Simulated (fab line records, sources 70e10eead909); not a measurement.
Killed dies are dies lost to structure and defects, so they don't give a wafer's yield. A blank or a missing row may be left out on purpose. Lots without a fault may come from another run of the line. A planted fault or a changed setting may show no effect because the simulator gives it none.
Tool commonality check | flow nand_harc | 12 lots, 36 wafers sampled

WHY IT WAS OPENED
At NHARC_A_CHANNEL_HOLE_D2_INSPECT_40 the reading raw_defect_count is flagged on 2 of 12 lots. Wafers without a fault read 278, standard deviation 76.
Rule: a lot is flagged when every wafer of it that has a number lies more than 4 standard deviations from that mean, or none has a number. The other lots count as sound.

lot  | measured     | on                | raw_defect_count, wafer by wafer | flag
L726 | day 13 09:17 | defect_inspect-01 | 312 416 291                      |
L727 | day 14 00:55 | defect_inspect-01 | 299 357 293                      |
L729 | day 14 15:07 | defect_inspect-01 | 380 222 317                      |
L732 | day 15 22:20 | defect_inspect-01 | 344 397 387                      |
L734 | day 16 10:01 | defect_inspect-02 | 257 253 235                      |
L736 | day 17 15:50 | defect_inspect-02 | 335 265 216                      |
L740 | day 19 10:36 | defect_inspect-01 | 802 1007 914                     | FLAGGED
L742 | day 20 03:19 | defect_inspect-02 | 804 860 790                      | FLAGGED
L744 | day 21 06:13 | defect_inspect-02 | 257 216 211                      |
L748 | day 22 15:39 | defect_inspect-01 | 184 260 250                      |
L747 | day 22 16:15 | defect_inspect-01 | 411 273 327                      |
L749 | day 22 23:02 | defect_inspect-01 | 253 169 258                      |
The numbers of the flagged lots are 863 on average: +585 against the usual, or +8 standard deviations.

WHICH TOOL RAN EACH LOT
The record holds 3 process steps before the reading, out of a route of 1302 steps. In each cell: the tool, then ch and the chambers that the sampled wafers went through, then the start.
lot  | flag    | NHARC_A_CHANNEL_HOLE_D2_ETCH_19  | NHARC_A_CHANNEL_HOLE_D2_ETCH_25  | NHARC_A_CHANNEL_HOLE_D2_ETCH_27
L726 |         | har_etch-01 ch 0,1, day 13 03:33 | har_etch-01 ch 0,1, day 13 06:28 | har_etch-01 ch 0,1, day 13 07:32
L727 |         | har_etch-02 ch 0,1, day 13 19:14 | har_etch-02 ch 0,1, day 13 22:08 | har_etch-02 ch 0,1, day 13 23:12
L729 |         | har_etch-02 ch 0,1, day 14 07:51 | har_etch-02 ch 0,1, day 14 10:45 | har_etch-02 ch 0,1, day 14 11:50
L732 |         | har_etch-01 ch 0,1, day 15 16:36 | har_etch-01 ch 0,1, day 15 19:31 | har_etch-01 ch 0,1, day 15 20:36
L734 |         | har_etch-01 ch 0,1, day 16 04:19 | har_etch-01 ch 0,1, day 16 07:20 | har_etch-01 ch 0,1, day 16 08:18
L736 |         | har_etch-02 ch 0,1, day 17 10:01 | har_etch-02 ch 0,1, day 17 13:01 | har_etch-02 ch 0,1, day 17 15:50 or earlier
L740 | FLAGGED | har_etch-02 ch 0,1, day 19 04:56 | har_etch-02 ch 0,1, day 19 07:57 | har_etch-02 ch 0,1, day 19 08:55
L742 | FLAGGED | har_etch-02 ch 1, day 19 21:35   | har_etch-02 ch 1, day 20 00:29   | har_etch-02 ch 1, day 20 01:35
L744 |         | har_etch-01 ch 0,1, day 21 00:29 | har_etch-01 ch 0,1, day 21 03:32 | har_etch-01 ch 0,1, day 21 04:31
L748 |         | har_etch-01 ch 0,1, day 22 09:50 | har_etch-01 ch 0,1, day 22 12:59 | har_etch-01 ch 0,1, day 22 13:50
L747 |         | har_etch-02 ch 1, day 22 10:35   | har_etch-02 ch 1, day 22 13:35   | har_etch-02 ch 1, day 22 14:33
L749 |         | har_etch-01 ch 0, day 22 17:20   | har_etch-01 ch 0, day 22 20:14   | har_etch-01 ch 0, day 22 21:19
What these steps do:
- NHARC_A_CHANNEL_HOLE_D2_ETCH_19: etches the open film in C4F8/O2/Ar, time 34.5 s.
- NHARC_A_CHANNEL_HOLE_D2_ETCH_25: etches the open film in C4F8/O2/Ar, time 1040.2 s, target depth 1500 nm.
- NHARC_A_CHANNEL_HOLE_D2_ETCH_27: etches the open film in C4F8/O2/Ar, time 90 s, target depth 400 nm.
- NHARC_A_CHANNEL_HOLE_D2_INSPECT_40

FLAGGED OVER TOTAL, TOOL BY TOOL (the gauges that took the reading come last)
step                               | tool              | lots run | flagged | share of the flagged lots | sound lots run after its first flagged lot
NHARC_A_CHANNEL_HOLE_D2_ETCH_19    | har_etch-01       | 6        | 0       | none                      | -
NHARC_A_CHANNEL_HOLE_D2_ETCH_19    | har_etch-02       | 6        | 2       | all                       | 1 (L747)
NHARC_A_CHANNEL_HOLE_D2_ETCH_25    | har_etch-01       | 6        | 0       | none                      | -
NHARC_A_CHANNEL_HOLE_D2_ETCH_25    | har_etch-02       | 6        | 2       | all                       | 1 (L747)
NHARC_A_CHANNEL_HOLE_D2_ETCH_27    | har_etch-01       | 6        | 0       | none                      | -
NHARC_A_CHANNEL_HOLE_D2_ETCH_27    | har_etch-02       | 6        | 2       | all                       | 1 (L747)
NHARC_A_CHANNEL_HOLE_D2_INSPECT_40 | defect_inspect-01 | 8        | 1       | some                      | 3 (L748,L747,L749)
NHARC_A_CHANNEL_HOLE_D2_INSPECT_40 | defect_inspect-02 | 4        | 1       | some                      | 1 (L744)
NHARC_A_CHANNEL_HOLE_D2_ETCH_27 gives no start for some lots, so the hours and the order of its lots are those of NHARC_A_CHANNEL_HOLE_D2_INSPECT_40.

WHAT THE TABLE ALLOWS
3 rows of the table ran every flagged lot: har_etch-02 at NHARC_A_CHANNEL_HOLE_D2_ETCH_19, har_etch-02 at NHARC_A_CHANNEL_HOLE_D2_ETCH_25, har_etch-02 at NHARC_A_CHANNEL_HOLE_D2_ETCH_27.
- har_etch-02 at NHARC_A_CHANNEL_HOLE_D2_ETCH_19: 2 of its 6 lots flagged. Sound lots ran on it after the first flagged one (L747), which a lasting fault on the whole tool wouldn't allow.
- har_etch-02 at NHARC_A_CHANNEL_HOLE_D2_ETCH_25: 2 of its 6 lots flagged. Sound lots ran on it after the first flagged one (L747), which a lasting fault on the whole tool wouldn't allow.
- har_etch-02 at NHARC_A_CHANNEL_HOLE_D2_ETCH_27: 2 of its 6 lots flagged. Sound lots ran on it after the first flagged one (L747), which a lasting fault on the whole tool wouldn't allow.
No row of the table ran every flagged lot and no sound lot after the first.

WHAT THE SIMULATOR HAD PUT IN
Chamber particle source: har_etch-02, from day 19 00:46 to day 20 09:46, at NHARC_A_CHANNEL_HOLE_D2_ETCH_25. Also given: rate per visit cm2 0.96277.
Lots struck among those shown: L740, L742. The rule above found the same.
